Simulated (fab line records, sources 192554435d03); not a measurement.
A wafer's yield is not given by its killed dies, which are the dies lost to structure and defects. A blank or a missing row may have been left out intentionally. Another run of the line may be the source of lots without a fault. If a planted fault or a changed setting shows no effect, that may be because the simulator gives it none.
Problem report, 8D (eight disciplines) form, completed by code + flow n5_finfet + the parts of the form that need people (team, actions taken, sign-off) are left out

== 1. WHAT WENT WRONG ==
head_pressure_psi at N5_MOL_CONTACT_COAG_CMP_23 reads a mean of 1.736 psi on 6 wafers of 2 lots; wafers without a fault read 2.000 psi with a standard deviation of 0.0042. Measured from the usual mean, that is -63 standard deviations.
The step: polishes, stops on SiO2, t overpolish 1.5 s, target thk 0 nm.
Seen first at day 8 05:50 on cmp-02, wafer L627.1. The record holds 30 wafers of 10 lots with a number at this step. By rule, "out" or "out of limits" means more than 4 standard deviations away from the usual mean. The other wafers with a number count as sound.

== 2. WHAT IT IS AND WHAT IT IS NOT ==
| question                    | is                     | is not                                                                          |
|-----------------------------|------------------------|---------------------------------------------------------------------------------|
| which readings at this step | head_pressure_psi      | overpolish_run_s                                                                |
| which lots                  | L627, L628             | L616, L618, L619, L621, L626, L633, L636, L637                                  |
| which wafers of those lots  | all that have a number | -                                                                               |
| read on which tools         | cmp-02                 | cmp-01                                                                          |
| when                        | from day 8 05:50       | up to then (15 sound wafers); but 9 sound wafers of L633, L636, L637 came after |

== 3. THE SUSPECTS, EACH WITH WHAT RULES IT OUT ==
Counting: a tool stays on the suspect list if, at a process step up to the reading, it processed all lots that are out and no sound lot following the first of them.
- cvd_co-02 at N5_MOL_CONTACT_COAG_CO_FILL_22 (material Co, precursor CCTBA/H2, target thk 20 nm): ruled out as a lasting fault. Following L627 (day 8 01:12), the first lot on it that is out, the sound lots L633, L636, L637 were run on it.
- cmp-02 at N5_MOL_CONTACT_COAG_CMP_23 (polishes, stops on SiO2, t overpolish 1.5 s, target thk 0 nm): kept. It processed each lot that is out, first L627 at day 8 05:50, and no sound lot thereafter; up to then, the last sound lot it processed was L626 at day 8 01:13. Out on those wafers are its own readings of head_pressure_psi.
The count leaves cmp-02 at N5_MOL_CONTACT_COAG_CMP_23.

== 4. THE CAUSE (what the simulator had put in) ==
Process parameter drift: cmp-02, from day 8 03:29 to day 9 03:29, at N5_MOL_CONTACT_COAG_CMP_23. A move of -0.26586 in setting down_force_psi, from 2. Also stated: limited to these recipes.
Only this tool survived the counting.

== 5. THE CHAIN OF EFFECTS, in route order ==
One row per reading whose mean, taken over the struck wafers that have a number, lies over 3 standard deviations from the usual. Scope: only readings with a usual standard deviation given in the record; hours: median across lots of the time from each lot's start at the first step in this table that gives one to its start at this step; sigmas: change in usual standard deviations.
| hours | step                       | reading           | usual     | on struck wafers | change | sigmas |
|-------|----------------------------|-------------------|-----------|------------------|--------|--------|
| 0     | N5_MOL_CONTACT_COAG_CMP_23 | head_pressure_psi | 2.000 psi | 1.736            | -0.264 | -63    |
Process steps it contains:
- N5_MOL_CONTACT_COAG_CMP_23: polishes, stops on SiO2, t overpolish 1.5 s, target thk 0 nm.
At these later measuring or inspecting steps, every struck wafer for which the step has a row has a number for every such reading, and none has moved that far: N5_BEOL_M4_RC_MEAS_101.

== 6. HOW IT WOULD HAVE BEEN CAUGHT EARLIER ==
2 hours passed between the start of the fault at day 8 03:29 and the first reading out of limits in this record, taken at day 8 05:50.
